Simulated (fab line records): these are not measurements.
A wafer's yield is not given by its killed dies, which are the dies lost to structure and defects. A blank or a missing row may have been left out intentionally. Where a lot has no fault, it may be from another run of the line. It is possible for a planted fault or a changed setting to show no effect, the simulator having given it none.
Chamber matching	flow n5_finfet	4 sister chambers for N5_GATE_CUT_CMP_23 on cmp-02
The step polishes, stops on SiO2, t overpolish 23.4 s, target thk 16 nm. 8 wafers are shown with their chamber, then 7 later ones without.

## EACH WAFER AND ITS CHAMBER
wafer	chamber	motor_current_A (A)	platen_rpm (rpm)
L075.1	3	9.8	51.81
L075.4	2	8.4	51.77
L076.2	3	9.9	51.77
L085.3	0	9.2	51.76
L085.4	2	8.6	51.79
L085.5	1	10.0	51.79
L090.1	0	8.7	51.83
L090.3	1	9.9	51.79

## WAFERS WHOSE CHAMBER IS MISSING
wafer	motor_current_A (A)	platen_rpm (rpm)
L090.5	9.2	51.83
L092.1	9.0	51.84
L092.2	9.8	51.81
L092.3	9.5	51.83
L095.1	8.5	51.80
L095.4	9.0	51.78
L095.6	9.1	51.77

## WHICH CHAMBER EACH ONE RAN IN
wafer	from the rows above	in truth
L090.5	can't be placed: 0 or 3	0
L092.1	can't be placed: 0 or 2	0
L092.2	can't be placed: 3 or 1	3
L092.3	can't be placed: 3 or 1 or 0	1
L095.1	can't be placed: 2 or 0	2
L095.4	can't be placed: 0 or 2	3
L095.6	can't be placed: 0 or 2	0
0 of 7 placed correctly. Cannot be placed on the basis of these rows: 7; the candidates contain the true chamber in 6. Number placed wrongly: 0.
How it was worked out, from the rows above alone: a wafer's distance from a chamber is the root of the sum, over the readings, of the square of ((its reading less the chamber's mean) divided by the reading's scatter). The wafer belongs to the nearest chamber; if the next one is less than 2 further off, it can't be placed. A chamber's mean is the mean of its shown wafers. The scatter is the square root of a quotient: the sum, over the shown wafers, of each reading's squared deviation from its chamber's mean, divided by wafers minus chambers.
